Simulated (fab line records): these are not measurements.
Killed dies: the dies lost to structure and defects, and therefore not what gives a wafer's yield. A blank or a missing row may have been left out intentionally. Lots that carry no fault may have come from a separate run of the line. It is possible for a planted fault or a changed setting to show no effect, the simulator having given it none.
Chamber matching | flow n5Finfet | cmp-03 running N5_BEOL_M5_CMP_52: 4 sister chambers
The step polishes, stops on SiCOH lowk, t overpolish 6.9 s, target thk 62 nm. 7 wafers are shown with their chamber, then 7 later ones without.

## WAFERS, EACH WITH ITS CHAMBER
wafer  | chamber | motorCurrentA (A) | platenRpm (rpm)
L080.2 | 0       | 6.5               | 50.10
L081.2 | 3       | 6.5               | 49.94
L081.5 | 2       | 5.2               | 49.94
L083.1 | 2       | 5.3               | 49.97
L083.5 | 1       | 5.3               | 49.99
L092.1 | 3       | 6.5               | 50.04
L092.4 | 1       | 5.6               | 49.99

## WAFERS MISSING THEIR CHAMBER
wafer  | motorCurrentA (A) | platenRpm (rpm)
L092.5 | 6.3               | 49.90
L094.2 | 5.0               | 49.98
L094.3 | 6.6               | 50.02
L094.5 | 5.1               | 50.02
L096.1 | 5.3               | 50.01
L096.2 | 6.7               | 50.01
L096.6 | 6.5               | 50.02

## WHICH CHAMBER EACH ONE RAN IN
wafer  | from the rows above     | in truth
L092.5 | 3                       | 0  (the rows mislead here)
L094.2 | can't be placed: 2 or 1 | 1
L094.3 | can't be placed: 3 or 0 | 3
L094.5 | can't be placed: 2 or 1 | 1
L096.1 | can't be placed: 1 or 2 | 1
L096.2 | can't be placed: 3 or 0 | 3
L096.6 | can't be placed: 3 or 0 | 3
Correct placement for 0 of the 7. These rows do not allow placing 6 (true chamber among the candidates in 6). Wrongly placed: 1.
How it was worked out, from the rows above alone: a wafer's distance from a chamber is the root of the sum, over the readings, of the square of ((its reading less the chamber's mean) divided by the reading's scatter). If the next closest chamber is less than 2 further off than the closest, the wafer can't be placed; otherwise it belongs to the closest. For every chamber, the mean is computed from those of its wafers that are shown. The scatter: the root of (the sum of the squares of (reading less its chamber's mean) over the shown wafers, divided by (wafers less chambers)).
